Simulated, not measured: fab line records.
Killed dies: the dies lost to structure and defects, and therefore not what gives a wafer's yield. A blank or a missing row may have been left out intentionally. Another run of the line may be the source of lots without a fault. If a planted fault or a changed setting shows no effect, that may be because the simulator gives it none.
The tool behind it: which one? :: flow n5Finfet :: 9 lots with 27 wafers sampled at 4 steps, on a route of 1938 steps

WHAT THE GAUGES SHOWED, per wafer
N5_BEOL_M1_OCD_MEAS_38.
lot: L829
measured: day 7 00:19
on: ocd-01
trenchDepthNm (nm): 54.3 57.0 55.9

lot: L831
measured: day 7 15:47
on: ocd-01
trenchDepthNm (nm): 56.6 56.7 57.1

lot: L832
measured: day 7 19:25
on: ocd-02
trenchDepthNm (nm): 55.4 55.7 55.5

lot: L838
measured: day 9 00:18
on: ocd-01
trenchDepthNm (nm): 56.6 55.6 55.0

lot: L843
measured: day 10 11:29
on: ocd-02
trenchDepthNm (nm): 54.5 56.5 55.9

lot: L844
measured: day 10 16:21
on: ocd-01
trenchDepthNm (nm): 54.3 44.2 54.8

lot: L845
measured: day 10 18:34
on: ocd-02
trenchDepthNm (nm): 55.9 45.3 54.1

lot: L848
measured: day 11 11:57
on: ocd-02
trenchDepthNm (nm): 56.6 55.6 55.0

lot: L849
measured: day 11 18:10
on: ocd-02
trenchDepthNm (nm): 54.0 55.8 55.2

WHICH TOOL RAN EACH LOT (tool, then ch and the chambers of the sampled wafers, then the start)
lot: L829
N5_BEOL_M1_VIA_ETCH_34: rieDiel-02 ch 1,2,3, day 7 00:04
N5_BEOL_M1_TRENCH_ETCH_37: rieDiel-02 ch 1,2,3, day 7 00:10
N5_BEOL_M1_STRIP_97: rieDiel-02 ch 1,2,3, day 7 00:19 or earlier

lot: L831
N5_BEOL_M1_VIA_ETCH_34: rieDiel-02 ch 1,3, day 7 15:32
N5_BEOL_M1_TRENCH_ETCH_37: rieDiel-02 ch 1,3, day 7 15:38
N5_BEOL_M1_STRIP_97: rieDiel-02 ch 1,3, day 7 15:47 or earlier

lot: L832
N5_BEOL_M1_VIA_ETCH_34: rieDiel-03 ch 2,3, day 7 19:10
N5_BEOL_M1_TRENCH_ETCH_37: rieDiel-03 ch 2,3, day 7 19:16
N5_BEOL_M1_STRIP_97: rieDiel-03 ch 2,3, day 7 19:25 or earlier

lot: L838
N5_BEOL_M1_VIA_ETCH_34: rieDiel-01 ch 0,1,3, day 9 00:02
N5_BEOL_M1_TRENCH_ETCH_37: rieDiel-01 ch 0,1,3, day 9 00:08
N5_BEOL_M1_STRIP_97: rieDiel-01 ch 0,1,3, day 9 00:18 or earlier

lot: L843
N5_BEOL_M1_VIA_ETCH_34: rieDiel-03 ch 0,1,3, day 10 11:13
N5_BEOL_M1_TRENCH_ETCH_37: rieDiel-03 ch 0,1,3, day 10 11:19
N5_BEOL_M1_STRIP_97: rieDiel-03 ch 0,1,3, day 10 11:29 or earlier

lot: L844
N5_BEOL_M1_VIA_ETCH_34: rieDiel-03 ch 0,1,2, day 10 16:06
N5_BEOL_M1_TRENCH_ETCH_37: rieDiel-03 ch 0,1,2, day 10 16:12
N5_BEOL_M1_STRIP_97: rieDiel-03 ch 0,1,2, day 10 16:21 or earlier

lot: L845
N5_BEOL_M1_VIA_ETCH_34: rieDiel-03 ch 2,3, day 10 18:19
N5_BEOL_M1_TRENCH_ETCH_37: rieDiel-03 ch 2,3, day 10 18:25
N5_BEOL_M1_STRIP_97: rieDiel-03 ch 2,3, day 10 18:34 or earlier

lot: L848
N5_BEOL_M1_VIA_ETCH_34: rieDiel-01 ch 1,2,3, day 11 11:42
N5_BEOL_M1_TRENCH_ETCH_37: rieDiel-01 ch 1,2,3, day 11 11:47
N5_BEOL_M1_STRIP_97: rieDiel-01 ch 1,2,3, day 11 11:57 or earlier

lot: L849
N5_BEOL_M1_VIA_ETCH_34: rieDiel-02 ch 0,1,3, day 11 17:55
N5_BEOL_M1_TRENCH_ETCH_37: rieDiel-02 ch 0,1,3, day 11 18:00
N5_BEOL_M1_STRIP_97: rieDiel-02 ch 2,3, day 11 18:10 or earlier
- N5_BEOL_M1_VIA_ETCH_34: etches the open film in C4F6/O2, target depth 67.8 nm, time 64.4 s.
- N5_BEOL_M1_TRENCH_ETCH_37: etches SiOC in C4F6/O2, target depth 55.207 nm, time 29 s.
- N5_BEOL_M1_STRIP_97: strips in N2/H2, time 10 s.

THE ANSWER, worked out from the rows above alone
Rule: the usual values come from the lots themselves. Put in order of their means at a reading, lots are off if they are a third of the lots or fewer, leave a main group of 4 or more, and stand apart from it by a gap of 3 or more times the standard deviation of the main group's means; of several such gaps the widest counts. The tables above print the reading to a certain number of digits; a main group whose means all agree to those digits is not used. Also off: a lot with no number at a reading for which 4 or more lots have one. Where the step has rows for the other lots, those lots are counted as sound.
Off, at N5_BEOL_M1_OCD_MEAS_38 on trenchDepthNm: L844, L845. Main group: mean 55.7 nm, sd 0.5.
A tool fits if, at a process step before that reading, it ran every lot that is off, and no sound lot after the first of them. The gauges at N5_BEOL_M1_OCD_MEAS_38 are tried like those tools. Because N5_BEOL_M1_STRIP_97 lacks a start for some lots, the hours and order of its lots are taken from N5_BEOL_M1_OCD_MEAS_38. One fits: N5_BEOL_M1_VIA_ETCH_34 and N5_BEOL_M1_TRENCH_ETCH_37 and N5_BEOL_M1_STRIP_97 on rieDiel-03. At N5_BEOL_M1_VIA_ETCH_34 its last sound lot is L843 (day 10 11:13), its first lot that is off L844 (day 10 16:06): a fault that began between those two fits.

WHAT THE SIMULATOR PUT IN
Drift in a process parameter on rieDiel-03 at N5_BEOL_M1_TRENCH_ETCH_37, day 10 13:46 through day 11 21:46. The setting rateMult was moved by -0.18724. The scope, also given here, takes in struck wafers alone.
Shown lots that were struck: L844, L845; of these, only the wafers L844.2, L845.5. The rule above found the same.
